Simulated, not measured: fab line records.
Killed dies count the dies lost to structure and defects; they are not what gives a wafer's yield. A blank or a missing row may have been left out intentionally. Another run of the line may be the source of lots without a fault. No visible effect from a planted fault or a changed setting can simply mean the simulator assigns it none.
Comparing a struck lot with a sound one	flow nand_harc	40 steps out of a route of 1302
Sound: the wafers L997.2, L997.3, L997.6. Struck: wafers L105.2, L105.5, L105.6. At the end, the cause is stated.
For every step that has rows: the tool of each side, followed by ch and its chambers, followed by its first start. Under that, the readings that differ: sound wafers	struck wafers	difference of the means	sigmas: that difference in standard deviations of wafers without a fault.
alike: readings whose means differ by less than 2 such deviations, and words and numbers that are the same on both sides. not compared: withheld readings, readings that some wafer has no value for, bounds like >300 that may hide the same value, and numbers for which the record gives no deviation and whose values overlap.
The two part at a step that has a row with sigmas, a row that says differs or no value, or rows on one side only. Numbers that have no deviation but don't overlap get no sigmas and don't part them. A reading missing from all wafers of one side parts the sides only when that side holds two or more wafers.

NHARC_P_CONTACT_DESCUM_17: chemistry O2, time 3 s.
  sound on rie_diel-10 ch 0,2, day 7 10:32; struck on rie_diel-11 ch 1,2,3, day 10 17:17
  alike: drypump_motor_current_A, oes_product_au, rf_vpp_V, showerhead_plenum_p_Torr, throttle_valve_pct
  not compared: rf_hours_counter_h
then, 1 step without rows for these wafers: NHARC_P_CONTACT_ETCH_35 (etches the open film in CF4, target depth 39 nm, time 65 s).
NHARC_P_CONTACT_ETCH_36: etches the open film in N2/H2, target depth 260 nm, time 406.25 s.
  sound: rie_diel-10 ch 0,1,3; struck: rie_diel-11 ch 0,1
  alike: drypump_motor_current_A, h2_flow_sccm, oes_product_au, rf_vpp_V, showerhead_plenum_p_Torr, throttle_valve_pct
  not compared: rf_hours_counter_h
NHARC_P_CONTACT_ETCH_18: etches the open film in C4F8/O2/Ar, target depth 481 nm, time 240.5 s.
  sound: rie_diel-10 ch 2,3; struck: rie_diel-11 ch 2,3
  alike: oes_product_au, rf_vpp_V
  not compared: rf_hours_counter_h
then, 2 steps without rows for these wafers: NHARC_P_CONTACT_STRIP_37 (strips in C4F8/O2/Ar); NHARC_P_CONTACT_ETCH_31 (etches the open film in CH3F/O2, target depth 30 nm, time 85.7 s).
NHARC_P_CONTACT_CD_MEAS_19:
  sound: cd_sem-03 at day 7 11:25; struck: cd_sem-03 at day 10 18:38
  alike: cd_nm
then, 5 steps without rows for these wafers: NHARC_P_CONTACT_STRIP_28 (strips in O2); NHARC_P_CONTACT_STRIP_29 (strips in post etch residue remover, time 1200 s); NHARC_P_CONTACT_DEGAS_38 (time 60 s); NHARC_P_CONTACT_PRE_CLEAN_39 (time 19.5 s); NHARC_P_CONTACT_PVD_32 (deposits Ti, target thk 5 nm, time 17.7 s).
NHARC_P_CONTACT_ALD_22: deposits TiN, target thk 3 nm, pulse time 1 s, ald cycles 150.
  sound on ald_metal-01 ch 0,3, day 7 12:24; struck on ald_metal-04 ch 0,1, day 10 19:35
  alike: heater_power_w, precursor_pulse_height_rel
then, 1 step without rows for these wafers: NHARC_P_CONTACT_CVD_23 (deposits W, target thk 200 nm, time 557 s).
NHARC_P_CONTACT_CMP_24: polishes, t overpolish 30 s, target thk 200 nm.
  sound on cmp-04 ch 0,2,3, day 7 13:17; struck on cmp-04 ch 0,1, day 10 20:26
reading	sound	struck	difference	sigmas
time_to_endpoint_s (s)	41.2 39.8 39.8	33.4 33.5 37.4	-5.5	-2
  alike: motor_current_A, overpolish_run_s
then, 11 steps without rows for these wafers: NHARC_P_CONTACT_SRD_26; NHARC_P_M0_DEP_00 (deposits SiOC, target thk 150 nm); NHARC_P_M0_DEHYDRATE_01 (time 120 s); NHARC_P_M0_HMDS_02 (time 30 s); NHARC_P_M0_COAT_33 (time 65 s); NHARC_P_M0_COAT_03 (resist thk 90 nm); NHARC_P_M0_SOFTBAKE_04 (time 55 s); NHARC_P_M0_EBR_05; NHARC_P_M0_EXPOSE_06 (exposes mask P M0, target cd 90 nm); NHARC_P_M0_PEB_07 (peb time 65 s); NHARC_P_M0_DEVELOP_08 (develop time 35 s).
NHARC_P_M0_CD_MEAS_09: the cd target is 90 nm.
  sound on cd_sem-02 ch 0, day 7 14:35; struck on cd_sem-03 ch 0, day 10 21:37
  alike: cd_nm
NHARC_P_M0_OVL_MEAS_10: pitch 180 nm.
  sound: overlay-02 at day 7 14:41; struck: overlay-02 at day 10 21:42
  alike: overlay_x_nm, overlay_y_nm
NHARC_P_M0_DESCUM_14: chemistry O2, time 3 s.
  sound on rie_diel-03 ch 1,3, day 7 14:47; struck on rie_diel-03 ch 0,3, day 10 21:48
  alike: drypump_motor_current_A, oes_product_au, rf_vpp_V, showerhead_plenum_p_Torr, throttle_valve_pct
  not compared: rf_hours_counter_h
then, 2 steps without rows for these wafers: NHARC_P_M0_ETCH_34 (etches the open film in N2/H2, target depth 40 nm, overetch 12 nm, time 43.94 s); NHARC_P_M0_ETCH_15 (etches the open film in C4F8/Ar, target depth 150 nm, overetch 15 nm, time 82.5 s).
NHARC_P_M0_CD_MEAS_16:
  sound: cd_sem-01 at day 7 15:05; struck: cd_sem-01 at day 10 22:06
  alike: cd_nm
then, 7 steps without rows for these wafers: NHARC_P_M0_STRIP_18 (strips in N2/H2); NHARC_P_M0_STRIP_19 (strips in post etch residue remover, time 600 s); NHARC_P_M0_DEGAS_28 (time 60 s); NHARC_P_M0_PRE_CLEAN_29 (time 30 s); NHARC_P_M0_PVD_20 (deposits TaN, target thk 5 nm, time 8.06 s); NHARC_P_M0_PVD_21 (deposits Cu, target thk 30 nm, time 20.49 s); NHARC_P_M0_ECD_22 (material Cu, target thk 400 nm).
-- the record jumps here: 19 days lie between the struck wafers' starts before and after (it left off in module P_M0 and takes up again in module END, whose first step shown is number 1302 of the route) --
NHARC_END_SORT_01:
  at this point the record logs the struck wafers (prober-02 ch 0, day 29 11:43) and has no rows for the sound ones

WHERE THEY PART
Last at NHARC_END_SORT_01 as far as this record goes, first at NHARC_P_CONTACT_CMP_24.

WHY: the cause the simulator had injected
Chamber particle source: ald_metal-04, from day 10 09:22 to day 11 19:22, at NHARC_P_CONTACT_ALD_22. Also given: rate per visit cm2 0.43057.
